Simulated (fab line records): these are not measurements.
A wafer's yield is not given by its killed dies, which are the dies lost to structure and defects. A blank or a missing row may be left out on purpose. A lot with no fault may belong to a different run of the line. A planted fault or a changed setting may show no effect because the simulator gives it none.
What tool caused it? ; flow nandHarc ; 12 lots, 36 wafers sampled, at 5 steps of a route of 1159

## WHAT EACH GAUGE READ, for each wafer
NHARC_END_SORT_01. Usual: defectLimitedYield 95.1 %, standard deviation 1.7; killedAtArray 29, standard deviation 11; killedAtOther 0.5, standard deviation 0.85; killedAtPeriphery 3.0, standard deviation 2.3; killedDies 33, standard deviation 12; killedOpen 3.3, standard deviation 1.9; killedShort 2.0, standard deviation 1.5; sort_bin_2_pct 1.5 %, standard deviation 0.66; sort_bin_3_pct 0.25 %, standard deviation 0.21; sort_bin_4_pct 3.1 %, standard deviation 1.2; sortNPass 644, standard deviation 12; sortRimYieldPct 96.7 %, standard deviation 2; sortYieldPct 95.1 %, standard deviation 1.7.
lot;measured;on;defectLimitedYield (%);killedAtArray;killedAtOther;killedAtPeriphery;killedDies;killedOpen;killedShort;sort_bin_2_pct (%);sort_bin_3_pct (%);sort_bin_4_pct (%);sortNPass;sortRimYieldPct (%);sortYieldPct (%);flag
L756;day 27 07:56;prober-01;93.8 92.8 82.6;39 43 24;0 0 0;3 6 94;42 49 118;6 3 1;0 3 2;1.5 1.8 7.4;0.15 0 3.84;4.6 5.5 6.2;635 628 559;89.6 97.2 94.3;93.8 92.8 82.6;OFF
L758;day 27 13:33;prober-01;93.4 93.8;34 37;0 0;11 5;45 42;1 4;2 4;1.8 1.9;0.30 0.15;4.6 4.1;632 635;95.3 94.3;93.4 93.8;

## WHICH TOOL RAN EACH LOT (tool, then ch and the chambers of the sampled wafers, then the start)
lot;NHARC_P_BONDPAD_STRIP_15;NHARC_P_BONDPAD_DEGAS_25;NHARC_P_BONDPAD_PRE_CLEAN_26;NHARC_P_BONDPAD_PVD_27
L742;rieDiel-01 ch 0,2,3, day 8 21:42;pvdSputter-02, day 8 22:14;pvdSputter-02, day 8 22:29 or earlier;pvdSputter-02, day 8 22:29
L744;rieDiel-05 ch 1,2,3, day 8 22:02;pvdSputter-03, day 8 22:37;pvdSputter-03, day 8 22:59 or earlier;pvdSputter-03, day 8 22:59
L743;rieDiel-05 ch 0,2,3, day 8 22:54;pvdSputter-03, day 8 23:26;pvdSputter-03, day 8 23:40 or earlier;pvdSputter-03, day 8 23:40
L745;rieDiel-05 ch 0,2, day 9 01:29;pvdSputter-02, day 9 02:07;pvdSputter-02, day 9 02:29 or earlier;pvdSputter-02, day 9 02:29
L748;rieDiel-01 ch 0,1,2, day 9 10:13;pvdSputter-01, day 9 10:46;pvdSputter-01, day 9 10:59 or earlier;pvdSputter-01, day 9 10:59
L747;rieDiel-01 ch 1,2,3, day 9 12:06;pvdSputter-03, day 9 12:38;pvdSputter-03, day 9 12:52 or earlier;pvdSputter-03, day 9 12:52
L756;rieDiel-05 ch 1,2,3, day 10 11:33;pvdSputter-01, day 10 12:07;pvdSputter-01, day 10 12:19 or earlier;pvdSputter-01, day 10 12:19
L758;rieDiel-01 ch 0,1,2, day 10 15:39;pvdSputter-03, day 10 16:11;pvdSputter-03, day 10 16:23 or earlier;pvdSputter-03, day 10 16:23
L760;rieDiel-11 ch 0,1, day 10 23:57;pvdSputter-02, day 11 00:30;pvdSputter-02, day 11 00:44 or earlier;pvdSputter-02, day 11 00:44
L761;rieDiel-11 ch 0,1,2, day 11 05:20;pvdSputter-02, day 11 05:53;pvdSputter-02, day 11 06:07 or earlier;pvdSputter-02, day 11 06:07
L762;rieDiel-11 ch 0,1,2, day 11 06:20;pvdSputter-02, day 11 06:53;pvdSputter-02, day 11 07:07 or earlier;pvdSputter-02, day 11 07:07
L763;rieDiel-11 ch 0,1,2, day 11 21:13;pvdSputter-03, day 11 21:44;pvdSputter-03, day 11 21:58 or earlier;pvdSputter-03, day 11 21:58
- NHARC_P_BONDPAD_STRIP_15: strips in O2.
- NHARC_P_BONDPAD_DEGAS_25: time 60 s.
- NHARC_P_BONDPAD_PRE_CLEAN_26: time 30 s.
- NHARC_P_BONDPAD_PVD_27: deposits Cu, target thk 30 nm, time 20.49 s.

## AS READ BY THE TOOLS THEMSELVES (means over the sampled wafers that have a number; for cases with no such wafer, the mark the record gives instead)
NHARC_P_BONDPAD_STRIP_15. Usual: drypumpMotorCurrentA 5.9 A, standard deviation 0.35; oesProductAu 0.997 a.u., standard deviation 0.011; rfVppV 57.9 V, standard deviation 0.91; showerheadPlenumPTorr 3.57 Torr, standard deviation 0.14; throttleValvePct 17.037 %, standard deviation 0.0089.
lot;tool;drypumpMotorCurrentA (A);oesProductAu (a.u.);rfVppV (V);showerheadPlenumPTorr (Torr);throttleValvePct (%);flag
L742;rieDiel-01;5.9;1.002;57.3;3.62;17.036;
L744;rieDiel-05;6.0;1.000;58.5;3.53;17.044;
L743;rieDiel-05;5.8;0.992;57.7;3.56;17.045;
L745;rieDiel-05;5.7;0.995;57.9;3.61;17.032;
L748;rieDiel-01;6.1;0.996;57.2;3.58;17.034;
L747;rieDiel-01;6.0;0.991;58.8;3.55;17.040;
L756;rieDiel-05;6.0;0.984;57.9;3.52;17.043;
L758;rieDiel-01;6.1;0.995;58.0;3.57;17.025;
L760;rieDiel-11;6.0;1.005;58.9;3.71;17.032;
L761;rieDiel-11;5.9;0.997;58.2;3.60;17.037;
L762;rieDiel-11;5.9;0.997;57.9;3.59;17.039;
L763;rieDiel-11;5.9;1.002;56.9;3.59;17.024;

NHARC_P_BONDPAD_DEGAS_25. Usual: heaterPowerW 468 W, standard deviation 50.
lot;tool;heaterPowerW (W);flag
L742;pvdSputter-02;514;
L744;pvdSputter-03;418;
L743;pvdSputter-03;428;
L745;pvdSputter-02;470;
L748;pvdSputter-01;445;
L747;pvdSputter-03;436;
L756;pvdSputter-01;515;
L758;pvdSputter-03;439;
L760;pvdSputter-02;503;
L761;pvdSputter-02;459;
L762;pvdSputter-02;514;
L763;pvdSputter-03;418;

NHARC_P_BONDPAD_PRE_CLEAN_26. Usual: heaterPowerW 418 W, standard deviation 47.
lot;tool;heaterPowerW (W);flag
L742;pvdSputter-02;404;
L744;pvdSputter-03;379;
L743;pvdSputter-03;381;
L745;pvdSputter-02;443;
L748;pvdSputter-01;419;
L747;pvdSputter-03;379;
L756;pvdSputter-01;441;
L758;pvdSputter-03;388;
L760;pvdSputter-02;402;
L761;pvdSputter-02;457;
L762;pvdSputter-02;408;
L763;pvdSputter-03;383;

NHARC_P_BONDPAD_PVD_27. Usual: throttleValvePct 29.9 %, standard deviation 1.
lot;tool;throttleValvePct (%);flag
L742;pvdSputter-02;29.8;
L744;pvdSputter-03;28.6;
L743;pvdSputter-03;27.9;
L745;pvdSputter-02;29.5;
L748;pvdSputter-01;30.8;
L747;pvdSputter-03;28.6;
L756;pvdSputter-01;30.6;
L758;pvdSputter-03;29.8;
L760;pvdSputter-02;29.4;
L761;pvdSputter-02;29.8;
L762;pvdSputter-02;29.5;
L763;pvdSputter-03;29.4;

## THE ANSWER, worked out from the rows above alone
Rule: a lot counts as off when the mean over its wafers that have a number is more than 3 standard deviations away from the usual mean. A lot without any number at a reading at which 4 lots or more have one is off too. Where the step has rows for the other lots, those lots are counted as sound. Order of review: gauges by route order, followed by the tools' own readings, for which a lot's mean as printed above is used. The first step at which some lot is off is used, and at that step the reading that is off furthest; a lot without a number counts as furthest.
Off: L756 (NHARC_END_SORT_01, killedAtPeriphery). Neither off nor sound, because the step has no rows for them: L742, L744, L743, L745, L748, L747, L760, L761, L762, L763.
A tool fits if, at a process step before that reading, it ran every lot that is off, and no sound lot after the first of them. Gauges at NHARC_END_SORT_01: tried the same way as those tools. With no start given for some of its lots, NHARC_P_BONDPAD_PRE_CLEAN_26 uses the hours and lot order of NHARC_P_BONDPAD_PVD_27. This does not decide it: 2 tools fit, namely rieDiel-05 at NHARC_P_BONDPAD_STRIP_15 and pvdSputter-01 at NHARC_P_BONDPAD_DEGAS_25 and NHARC_P_BONDPAD_PRE_CLEAN_26 and NHARC_P_BONDPAD_PVD_27.

## WHAT THE SIMULATOR PUT IN
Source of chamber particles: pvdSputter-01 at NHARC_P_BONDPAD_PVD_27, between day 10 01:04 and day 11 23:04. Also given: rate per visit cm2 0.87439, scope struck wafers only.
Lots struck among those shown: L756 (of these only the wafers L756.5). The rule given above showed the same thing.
